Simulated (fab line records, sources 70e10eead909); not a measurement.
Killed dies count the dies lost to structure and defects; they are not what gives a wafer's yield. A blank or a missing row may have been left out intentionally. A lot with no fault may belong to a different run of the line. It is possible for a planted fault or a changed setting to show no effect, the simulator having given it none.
Comparing a struck lot with a sound one	flow nand harc	15 out of 1159 route steps
Sound: these wafers, L723.1, L723.3, L723.5. Struck: wafer L721.1. (L721.3 of the same lot was not struck and is left out.) The cause comes at the end.
At each step with rows: each side's tool, then ch and its chambers, then its first start. Under that, the readings that differ: sound wafers	struck wafers	difference of the means	sigmas: that difference in standard deviations of wafers without a fault.
alike: readings with means less than 2 such deviations apart, plus words and numbers identical on both sides. not compared: withheld readings, readings lacking a value on some wafer, bounds such as >300 that could conceal the same value, and numbers that have no deviation in the record and whose values overlap.
Wherever a step has rows on one side only, a row that says differs or no value, or a row with sigmas, the two part there. Numbers that have no deviation but don't overlap get no sigmas and don't part them. Lack of a reading on every wafer of one side parts them only where that side has two or more wafers.

first, 5 steps without rows for these wafers: NHARC_A_CONTACT_SOFTBAKE_03 (time 55 s); NHARC_A_CONTACT_EBR_04; NHARC_A_CONTACT_EXPOSE_05 (exposes mask A CC); NHARC_A_CONTACT_PEB_06 (peb time 65 s); NHARC_A_CONTACT_DEVELOP_07 (develop time 35 s).
NHARC_A_CONTACT_CD_MEAS_08: the cd target is 100 nm.
  sound on cd sem-03 ch 0, day 21 14:18; struck on cd sem-01 ch 0, day 22 07:01
  alike: cd nm
NHARC_A_CONTACT_OVL_MEAS_09:
  sound on overlay-01 at day 21 14:23; struck on overlay-02 at day 22 07:07
reading	sound	struck	difference	sigmas
overlay x nm (nm)	1.6 2.3 1.8	-1.0	-2.9	-3
  alike: overlay y nm
NHARC_A_CONTACT_INSPECT_10:
  sound on defect inspect-02 at day 21 14:26; struck on defect inspect-01 at day 22 07:09
  alike: raw defect count
NHARC_A_CONTACT_DESCUM_13: chemistry O2, time 3 s.
  sound on rie diel-04 ch 2,3, day 21 14:29; struck on rie diel-04 ch 2, day 22 07:13
  alike: drypump motor current A, oes product au, rf vpp V, showerhead plenum p Torr, throttle valve pct
  not compared: rf hours counter h
NHARC_A_CONTACT_ETCH_88: etches the open film in CF4, target depth 39 nm, time 65 s.
  sound on rie diel-04 ch 0,3, day 21 14:36; struck on rie diel-04 ch 0, day 22 07:18
  alike: bias w, drypump motor current A, oes product au, rf fwd power W, rf vpp V, showerhead plenum p Torr, throttle valve pct
  not compared: rf hours counter h
NHARC_A_CONTACT_ETCH_89: etches the open film in N2/H2, target depth 260 nm, time 475.3 s.
  sound on rie diel-04 ch 0,2; struck on rie diel-04 ch 1
reading	sound	struck	difference	sigmas
bias w (W)	150.0 150.5 150.1	149.3	-0.9	-2
  alike: drypump motor current A, h2 flow sccm, oes product au, rf fwd power W, rf vpp V, showerhead plenum p Torr, throttle valve pct
  not compared: rf hours counter h
NHARC_A_CONTACT_ETCH_30: etches the open film in CF4/CHF3, target depth 60.5 nm, time 30.2 s.
  sound on rie diel-04 ch 0,3; struck on rie diel-04 ch 1
  alike: bias w, drypump motor current A, oes product au, rf fwd power W, rf vpp V, showerhead plenum p Torr, throttle valve pct
  not compared: rf hours counter h
NHARC_A_CONTACT_ETCH_31: etches the open film in O2/COS, target depth 2000 nm, time 520 s.
  sound on rie diel-04 ch 2,3, day 21 15:11; struck on rie diel-04 ch 2, day 22 07:51
reading	sound	struck	difference	sigmas
oes product au (a.u.)	0.997 0.992 0.997	0.845	-0.150	-22
  alike: bias w, drypump motor current A, rf fwd power W, rf vpp V, showerhead plenum p Torr, throttle valve pct
  not compared: rf hours counter h
NHARC_A_CONTACT_ETCH_134: etches the open film in C4F8/O2/Ar, time 140 s, target depth 700 nm.
  sound on har cap etch-03 ch 0,1, day 21 15:42; struck on har cap etch-01 ch 0, day 22 08:15
  not compared: rf hours counter h
-- the record jumps here: 3 days lie between the struck wafers' starts before and after (it left off in module A_CONTACT and takes up again in module END, whose first step shown is number 1159 of the route) --
NHARC_END_SORT_01:
  the record has rows for the struck wafers here (prober-02 ch 0, day 24 20:20) and none for the sound ones

WHERE THEY PART
Earliest at NHARC_A_CONTACT_OVL_MEAS_09; latest, in this record, at NHARC_END_SORT_01.

WHY: whatever the simulator had introduced
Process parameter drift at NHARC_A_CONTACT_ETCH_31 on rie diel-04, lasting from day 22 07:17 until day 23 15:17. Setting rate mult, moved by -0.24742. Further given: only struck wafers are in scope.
